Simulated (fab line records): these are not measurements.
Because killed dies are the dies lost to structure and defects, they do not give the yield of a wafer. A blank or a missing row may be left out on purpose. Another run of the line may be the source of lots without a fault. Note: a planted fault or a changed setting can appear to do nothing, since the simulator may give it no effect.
Matching of chambers + flow n5_finfet + N5_SD_EPI_N_ETCH_35 on rie_diel-06 has 4 sister chambers
The step etches SOC in N2/H2, overetch 108 nm, time 486 s. 4 wafers are shown with their chamber, then 7 later ones without.

== WAFERS, EACH WITH ITS CHAMBER ==
| wafer  | chamber | showerhead_plenum_p_Torr (Torr) |
|--------|---------|---------------------------------|
| L083.6 | 3       | 2.67                            |
| L086.5 | 1       | 2.38                            |
| L094.1 | 0       | 2.42                            |
| L094.5 | 2       | 2.49                            |

== WAFERS WITH NO CHAMBER GIVEN ==
| wafer  | showerhead_plenum_p_Torr (Torr) |
|--------|---------------------------------|
| L094.6 | 2.42                            |
| L095.2 | 2.41                            |
| L095.3 | 2.48                            |
| L095.4 | 2.48                            |
| L097.3 | 2.69                            |
| L097.5 | 2.41                            |
| L097.6 | 2.69                            |

== THE CHAMBER EACH PASSED THROUGH ==
| wafer  | from the rows above     | in truth                   |
|--------|-------------------------|----------------------------|
| L094.6 | 0                       | 0                          |
| L095.2 | can't be placed: 0 or 1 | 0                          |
| L095.3 | 2                       | 2                          |
| L095.4 | 2                       | 2                          |
| L097.3 | 3                       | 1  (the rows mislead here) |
| L097.5 | can't be placed: 0 or 1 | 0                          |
| L097.6 | 3                       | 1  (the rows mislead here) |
Correctly placed: 3 of 7. Can't be placed from these rows: 2 (the true chamber is among the candidates in 2). 2 placed wrongly.
How it was worked out, from the rows above alone: a wafer's distance from a chamber is the root of the sum, over the readings, of the square of ((its reading less the chamber's mean) divided by the reading's scatter). The wafer belongs to the nearest chamber; if the next one is less than 2 further off, it can't be placed. For every chamber, the mean is computed from those of its wafers that are shown. The scatter: with one shown wafer a chamber, the root of the mean of the squares of how far each hidden wafer lies from its nearest shown one.
